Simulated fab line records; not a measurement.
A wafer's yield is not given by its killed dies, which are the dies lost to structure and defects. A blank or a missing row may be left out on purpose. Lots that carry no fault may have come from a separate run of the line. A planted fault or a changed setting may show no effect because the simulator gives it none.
A lot that was struck, set against a sound lot | flow nand harc | 39 steps out of a route of 1159
Sound: these wafers, L184.2, L184.4, L184.5. Wafers struck: L198.2, L198.5, L198.6. At the end, the cause is stated.
Order at every step that has rows: each side's tool, ch and its chambers, its first start. Under that, the readings that differ: sound wafers | struck wafers | difference of the means | sigmas: that difference in standard deviations of wafers without a fault.
alike: a reading whose means differ by less than 2 such deviations, as well as words and numbers matching on both sides. not compared: withheld readings; readings where some wafer has no value; bounds like >300 that might hide an equal value; numbers whose values overlap and for which the record gives no deviation.
Wherever a step has rows on one side only, a row that says differs or no value, or a row with sigmas, the two part there. Non-overlapping numbers with no deviation appear without sigmas and do not part them. A reading that every wafer of one side lacks parts them only if that side has two wafers or more.

first, 8 steps without rows for these wafers: NHARC_A_STAIRCASE_COAT_03; NHARC_A_STAIRCASE_SOFTBAKE_04 (time 170 s); NHARC_A_STAIRCASE_EBR_05; NHARC_A_STAIRCASE_EXPOSE_06 (exposes mask STAIR); NHARC_A_STAIRCASE_PEB_07 (peb time 130 s); NHARC_A_STAIRCASE_DEVELOP_08 (time 140 s); NHARC_A_STAIRCASE_HARDBAKE_10 (time 140 s); NHARC_A_STAIRCASE_DESCUM_11 (chemistry O2, time 3 s).
NHARC_A_STAIRCASE_TRIM_12: chemistry O2, time 211.2 s.
  sound on rie diel-12 ch 0,2,3, day 11 17:38; struck on rie diel-08 ch 0,3, day 15 07:14
  alike: drypump motor current A, oes product au, rf vpp V, showerhead plenum p Torr, throttle valve pct
  not compared: rf hours counter h
then, 2 steps without rows for these wafers: NHARC_A_STAIRCASE_ETCH_13 (etches the open film in C4F8/O2, target depth 100 nm, time 40.5 s); NHARC_A_STAIRCASE_TRIM_14 (chemistry O2, time 211.2 s).
NHARC_A_STAIRCASE_ETCH_15: etches the open film in C4F8/O2, target depth 100 nm, time 40.5 s.
  sound on rie diel-12 ch 0,3, day 11 18:03; struck on rie diel-08 ch 0,2, day 15 07:49
  alike: oes product au, rf vpp V
  not compared: rf hours counter h
then, 4 steps without rows for these wafers: NHARC_A_STAIRCASE_TRIM_16 (chemistry O2, time 211.2 s); NHARC_A_STAIRCASE_ETCH_17 (etches the open film in C4F8/O2, target depth 100 nm, time 40.5 s); NHARC_A_STAIRCASE_TRIM_18 (chemistry O2, time 211.2 s); NHARC_A_STAIRCASE_ETCH_19 (etches the open film in C4F8/O2, target depth 100 nm, time 40.5 s).
NHARC_A_STAIRCASE_TRIM_20: chemistry O2, time 211.2 s.
  sound on rie diel-08 ch 1,2, day 11 18:46; struck on rie diel-04 ch 0,1,3, day 15 08:50
  alike: drypump motor current A, oes product au, rf vpp V, showerhead plenum p Torr, throttle valve pct
  not compared: rf hours counter h
NHARC_A_STAIRCASE_ETCH_21: etches the open film in C4F8/O2, target depth 100 nm, time 40.5 s.
  sound on rie diel-08 ch 1,2; struck on rie diel-04 ch 0,2,3
  reading               | sound             | struck            | difference | sigmas
  oes product au (a.u.) | 0.918 0.919 0.913 | 0.975 0.982 0.953 | +0.053     | +3
  alike: rf vpp V
  not compared: rf hours counter h
then, 2 steps without rows for these wafers: NHARC_A_STAIRCASE_TRIM_22 (chemistry O2, time 211.2 s); NHARC_A_STAIRCASE_ETCH_23 (etches the open film in C4F8/O2, target depth 100 nm, time 40.5 s).
NHARC_A_STAIRCASE_TRIM_24: chemistry O2, time 211.2 s.
  sound on rie diel-08 ch 0,1; struck on rie diel-04 ch 0,1,2
  reading               | sound             | struck            | difference | sigmas
  oes product au (a.u.) | 1.024 0.994 1.012 | 0.990 0.993 0.974 | -0.024     | -2
  alike: drypump motor current A, rf vpp V, showerhead plenum p Torr, throttle valve pct
  not compared: rf hours counter h
then, 16 steps without rows for these wafers: NHARC_A_STAIRCASE_ETCH_25 (etches the open film in C4F8/O2, target depth 100 nm, time 40.5 s); NHARC_A_STAIRCASE_TRIM_26 (chemistry O2, time 211.2 s); NHARC_A_STAIRCASE_ETCH_27 (etches the open film in C4F8/O2, target depth 100 nm, time 40.5 s); NHARC_A_STAIRCASE_STRIP_175 (strips in O2); NHARC_A_STAIRCASE_STRIP_148 (strips in SPM, time 900 s); NHARC_A_STAIRCASE_PRECLEAN_149 (cleans in SC1); NHARC_A_STAIRCASE_SRD_150; NHARC_A_STAIRCASE_DEHYDRATE_176 (time 120 s); NHARC_A_STAIRCASE_HMDS_177 (time 30 s); NHARC_A_STAIRCASE_COAT_178; NHARC_A_STAIRCASE_SOFTBAKE_179 (time 170 s); NHARC_A_STAIRCASE_EBR_180; NHARC_A_STAIRCASE_EXPOSE_181 (exposes mask STAIR 2); NHARC_A_STAIRCASE_PEB_182 (peb time 130 s); NHARC_A_STAIRCASE_DEVELOP_183 (time 140 s); NHARC_A_STAIRCASE_HARDBAKE_185 (time 140 s).
NHARC_A_STAIRCASE_DESCUM_186: chemistry O2, time 3 s.
  sound on rie diel-12 ch 0,1, day 11 21:31; struck on rie diel-12 ch 0,1, day 15 12:07
  alike: drypump motor current A, oes product au, rf vpp V, showerhead plenum p Torr, throttle valve pct
  not compared: rf hours counter h
-- jump in the record: it breaks off in module A_STAIRCASE and resumes in module END (first step shown: number 1159 of the route), and 8 days separate the struck wafers' starts before and after --
NHARC_END_SORT_01:
  here the record holds rows for the struck wafers (prober-01 ch 0, day 23 14:08) but none for the sound ones

== WHERE THEY PART ==
At NHARC_A_STAIRCASE_ETCH_21 first; at NHARC_END_SORT_01 last (within this record only).

WHY: whatever the simulator had introduced
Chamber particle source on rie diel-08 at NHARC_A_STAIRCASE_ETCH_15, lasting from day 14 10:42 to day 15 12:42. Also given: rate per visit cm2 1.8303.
